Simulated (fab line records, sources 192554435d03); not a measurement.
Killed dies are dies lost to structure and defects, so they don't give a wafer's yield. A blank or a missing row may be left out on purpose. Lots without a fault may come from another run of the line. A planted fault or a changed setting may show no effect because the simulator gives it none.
A struck lot beside a sound one | flow n5_finfet | 25 steps out of a route of 1938
Sound: wafers L899.3, L899.5, L899.6. Struck: wafer L901.1. (L901.5, L901.6 of the same lot were not struck and are left out.) The cause comes at the end.
At each step with rows: each side's tool, then ch and its chambers, then its first start. Under that, the readings that differ: sound wafers | struck wafers | difference of the means | sigmas: that difference in standard deviations of wafers without a fault.
alike: readings whose means differ by less than 2 such deviations, and words and numbers that are the same on both sides. not compared: withheld readings, readings that some wafer has no value for, bounds like >300 that may hide the same value, and numbers for which the record gives no deviation and whose values overlap.
The two part at a step that has a row with sigmas, a row that says differs or no value, or rows on one side only. Numbers that don't overlap but have no deviation are shown without sigmas and don't part them. A reading that every wafer of one side lacks parts them only if that side has two wafers or more.

first, 9 steps without rows for these wafers: N5_PASSIVATION_HARDBAKE_31 (time 120 s); N5_PASSIVATION_DESCUM_32 (chemistry O2, time 7.9 s); N5_PASSIVATION_AL_ETCH_33 (etches Al in Cl2/BCl3, stops on TaN, target depth 2800 nm, time 466.7 s); N5_PASSIVATION_ETCH_59 (etches TaN in Cl2/BCl3, target depth 65 nm, time 34.9 s); N5_PASSIVATION_STRIP_34 (strips in O2); N5_PASSIVATION_STRIP_51 (strips in post etch residue remover, time 1200 s); N5_PASSIVATION_CLEAN_69 (cleans in IPA, time 180 s); N5_PASSIVATION_SRD_70 (time 30 s); N5_PASSIVATION_PECVD_53 (deposits SiO2 from TEOS/O2, target thk 800 nm, time 169.4 s).
N5_PASSIVATION_PECVD_35: deposits SiNx from SiH4/NH3/N2, target thk 700 nm, time 151.3 s.
  sound on pecvd-02 ch 0,2, day 11 23:20; struck on pecvd-02 ch 0, day 12 20:24
  reading                                        | sound             | struck | difference | sigmas
  run_length_s (s)                               | 196.3 195.8 195.9 | 202.4  | +6.4       | +10
  model.SiNx_of_PASSIVATION_PECVD_35.thk_nm (nm) | 693.4 705.6 702.6 | 720.8  | +20.3      |
  alike: heater_power_w, showerhead_plenum_p_Torr, throttle_valve_pct
then, 12 steps without rows for these wafers: N5_PASSIVATION_HMDS_37 (time 60 s); N5_PASSIVATION_COAT_38; N5_PASSIVATION_EBR_40; N5_PASSIVATION_SOFTBAKE_39 (time 120 s); N5_PASSIVATION_EXPOSE_41 (exposes mask PASS OPEN, defocus 0 nm, target cd 40000 nm); N5_PASSIVATION_PEB_42; N5_PASSIVATION_DEVELOP_43 (develop time 60 s); N5_PASSIVATION_HARDBAKE_45 (time 120 s); N5_PASSIVATION_DESCUM_46 (chemistry O2, time 7.9 s); N5_PASSIVATION_PASS_ETCH_47 (etches SiNx in CF4/O2, target depth 770 nm, time 385 s); N5_PASSIVATION_ETCH_54 (etches SiO2 in CHF3/O2, target depth 880 nm, time 440 s); N5_PASSIVATION_STRIP_48 (strips in O2).
N5_PASSIVATION_STRIP_52: strips in post etch residue remover, time 1200 s.
  sound on wet_bench-01 ch 2,3,4, day 12 00:41; struck on wet_bench-05 ch 3, day 12 21:40
  reading                                        | sound           | struck | difference | sigmas
  model.SiNx_of_PASSIVATION_PECVD_35.thk_nm (nm) | 693 705.2 702.2 | 720.4  | +20.3      |
then, 1 step without rows for these wafers: N5_PASSIVATION_CLEAN_71 (cleans in IPA, time 180 s).
N5_PASSIVATION_PROBE_49:
  the record has rows for the struck wafers here (prober-01, day 13 00:42) and none for the sound ones

WHERE THEY PART
First at N5_PASSIVATION_PECVD_35; last, within this record, at N5_PASSIVATION_PROBE_49.

WHY: what the simulator had put in
Process parameter drift: pecvd-02, from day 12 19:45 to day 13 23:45, at N5_PASSIVATION_PECVD_35. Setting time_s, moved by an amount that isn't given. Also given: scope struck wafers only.
